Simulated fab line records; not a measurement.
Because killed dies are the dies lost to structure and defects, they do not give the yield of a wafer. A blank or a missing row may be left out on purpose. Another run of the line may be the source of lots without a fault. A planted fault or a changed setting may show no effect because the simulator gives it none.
Struck lot and sound lot, side by side ; flow n5Finfet ; 15 out of 1938 route steps
Sound: the wafers L656.2, L656.5, L656.6. Struck: wafer L663.5 (left out: L663.2, a lot-mate that was not struck); the cause follows at the end.
At each step with rows: each side's tool, then ch and its chambers, then its first start. Under that, the readings that differ: sound wafers ; struck wafers ; difference of the means ; sigmas: that difference in standard deviations of wafers without a fault.
alike: same words and numbers on both sides, and readings whose means sit less than 2 such deviations apart. not compared: any withheld reading, any reading some wafer has no value for, any bound like >300 that may hide the same value, and any number with overlapping values for which the record gives no deviation.
Wherever a step has rows on one side only, a row that says differs or no value, or a row with sigmas, the two part there. Numbers that don't overlap but have no deviation are shown without sigmas and don't part them. A reading that every wafer of one side lacks parts them only if that side has two wafers or more.

first, 1 step without rows for these wafers: N5_BEOL_M2_SPUTTER_92 (material Cu, target thk 4.5 nm, time 8.29 s).
N5_BEOL_M2_ANNEAL_93: time 240 s.
  sound: pvdSputter-03 at day 7 21:26; struck: pvdSputter-02 at day 9 15:34
reading;sound;struck;difference;sigmas
heaterPowerW (W);746 839 730;908;+136;+2
N5_BEOL_M2_SPUTTER_94: material Cu, target thk 4.5 nm, time 8.29 s.
  sound: pvdSputter-03 at day 7 21:35; struck: pvdSputter-02 at day 9 15:43
  alike: chuckSensorTempC, throttleValvePct
then, 1 step without rows for these wafers: N5_BEOL_M2_ANNEAL_95 (time 240 s).
N5_BEOL_M2_SPUTTER_96: material Cu, target thk 4.5 nm, time 8.29 s.
  sound: pvdSputter-03 at day 7 21:48; struck: pvdSputter-02 at day 9 15:56
  alike: chuckSensorTempC, throttleValvePct
then, 2 steps without rows for these wafers: N5_BEOL_M2_ECD_50 (material Cu, target thk 300 nm); N5_BEOL_M2_ANNEAL_51 (time 90 s).
N5_BEOL_M2_CMP_52: polishes, stops on SiOC, t overpolish 6.8 s, target thk 40 nm.
  sound on cmp-02 ch 0,1,2, day 7 22:26; struck on cmp-04 ch 2, day 9 16:26
  alike: barrierFieldEndpointS, edgeZonePressureFrac, motorCurrentA, overpolishRunS, timeToEndpointS
N5_BEOL_M2_THK_MEAS_53: measures by xrf.
  sound: filmMetro-01 at day 7 22:37; struck: filmMetro-02 at day 9 16:44
  alike: M2_THK
then, 1 step without rows for these wafers: N5_BEOL_M2_PRE_CLEAN_60 (time 15 s).
N5_BEOL_M2_CO_CAP_55: material Co, precursor CCTBA/H2, target thk 2 nm, time 102.1 s.
  sound on cvdCo-01 ch 0,2, day 7 22:42; struck on cvdCo-02 ch 2, day 9 16:49
  alike: chamberPressureTorr, heaterPowerW
then, 1 step without rows for these wafers: N5_BEOL_M2_PRE_CLEAN_56 (time 15 s).
N5_BEOL_M2_DEP_57: deposits SiCN from 3MS/NH3, target thk 8 nm, time 14 s.
  sound on pecvd-02 ch 0,1,2, day 7 22:49; struck on pecvd-02 ch 1, day 9 16:55
reading;sound;struck;difference;sigmas
model.SiCN_of_BEOL_M2_DEP_57.thkNm (nm);7.8 8 8;7.4;-0.5;
  alike: chamberPressureTorr, showerheadPlenumPTorr, throttleValvePct
  not compared: rfFwdPowerW
N5_BEOL_M2_RS_MEAS_58: measures by four-point-probe.
  sound: filmMetro-02 at day 7 22:53; struck: filmMetro-01 at day 9 16:59
  alike: M2_RS
N5_BEOL_M4_RC_MEAS_101:
  sound on prober-01 ch 0, day 9 08:28; struck on prober-01 ch 0, day 10 20:47
reading;sound;struck;difference;sigmas
IOFF_N (nA/um);0.202 0.230 0.157;0.136;-0.060;-3
SS_P (mV/dec);74.5 74.8 74.1;73.1;-1.4;-2
VT_N (mV);247.1 243.2 247.9;252.3;+6.2;+2
  alike: DIBL_N, DIBL_P, IOFF_P, ION_N, ION_P, SS_N, VT_P

## WHERE THEY PART
First at N5_BEOL_M2_ANNEAL_93; last, within this record, at N5_BEOL_M4_RC_MEAS_101.

WHY: what had been put in by the simulator
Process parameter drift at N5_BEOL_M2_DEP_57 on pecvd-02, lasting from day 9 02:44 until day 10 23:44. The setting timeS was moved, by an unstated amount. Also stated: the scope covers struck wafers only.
